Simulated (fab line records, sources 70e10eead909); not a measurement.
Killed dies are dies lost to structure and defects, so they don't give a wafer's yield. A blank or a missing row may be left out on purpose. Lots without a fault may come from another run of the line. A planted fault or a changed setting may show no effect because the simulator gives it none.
Chamber matching | flow nand_harc | NHARC_P_CONTACT_ETCH_35 on rie_diel-05: 4 sister chambers
The step etches the open film in CF4, target depth 39 nm, time 65 s. 14 wafers are shown with their chamber, then 7 later ones without.

WAFERS WITH THEIR CHAMBER
wafer  | chamber | drypump_motor_current_A (A) | rf_vpp_V (V) | throttle_valve_pct (%)
L081.3 | 0       | 5.2                         | 151.0        | 13.294
L081.4 | 3       | 5.1                         | 150.6        | 13.279
L081.5 | 2       | 5.9                         | 150.9        | 13.279
L083.1 | 2       | 5.9                         | 151.0        | 13.286
L083.5 | 2       | 5.9                         | 150.9        | 13.296
L083.6 | 1       | 5.7                         | 153.2        | 13.283
L084.3 | 3       | 5.1                         | 149.6        | 13.272
L084.4 | 1       | 5.7                         | 151.5        | 13.269
L084.6 | 3       | 5.1                         | 151.8        | 13.284
L089.1 | 2       | 5.9                         | 151.6        | 13.282
L089.2 | 3       | 5.1                         | 150.1        | 13.294
L089.6 | 3       | 5.1                         | 148.9        | 13.284
L090.2 | 0       | 5.3                         | 152.5        | 13.279
L090.4 | 2       | 5.9                         | 150.8        | 13.283

SIGNATURES (means of the wafers above)
reading                 | chamber 0 | chamber 1 | chamber 2 | chamber 3 | scatter within a chamber
drypump_motor_current_A | 5.250     | 5.700     | 5.900     | 5.100     | 0.0224
rf_vpp_V                | 151.750   | 152.350   | 151.040   | 150.200   | 0.881
throttle_valve_pct      | 13.28650  | 13.27600  | 13.28520  | 13.28260  | 0.008
Rule: a wafer's distance from a chamber is the root of the sum, over the readings, of the square of ((its reading less the chamber's mean) divided by the reading's scatter). The wafer belongs to the nearest chamber; if the next one is less than 2 further off, it can't be placed. The scatter: the root of (the sum of the squares of (reading less its chamber's mean) over the shown wafers, divided by (wafers less chambers)).

WAFERS WITHOUT THEIR CHAMBER
wafer  | drypump_motor_current_A (A) | rf_vpp_V (V) | throttle_valve_pct (%)
L090.6 | 5.1                         | 150.7        | 13.280
L093.2 | 5.1                         | 149.0        | 13.270
L093.3 | 6.0                         | 151.5        | 13.284
L093.5 | 5.3                         | 152.7        | 13.284
L097.2 | 5.2                         | 151.7        | 13.290
L097.4 | 5.9                         | 151.1        | 13.284
L097.6 | 5.2                         | 152.9        | 13.277

WHICH CHAMBER EACH WENT THROUGH
wafer  | from the rows above | in truth
L090.6 | 3                   | 3
L093.2 | 3                   | 3
L093.3 | 2                   | 2
L093.5 | 0                   | 0
L097.2 | 0                   | 0
L097.4 | 2                   | 2
L097.6 | 0                   | 0
Placed correctly: 7 of 7. Can't be placed from these rows: 0. Placed wrongly: 0.
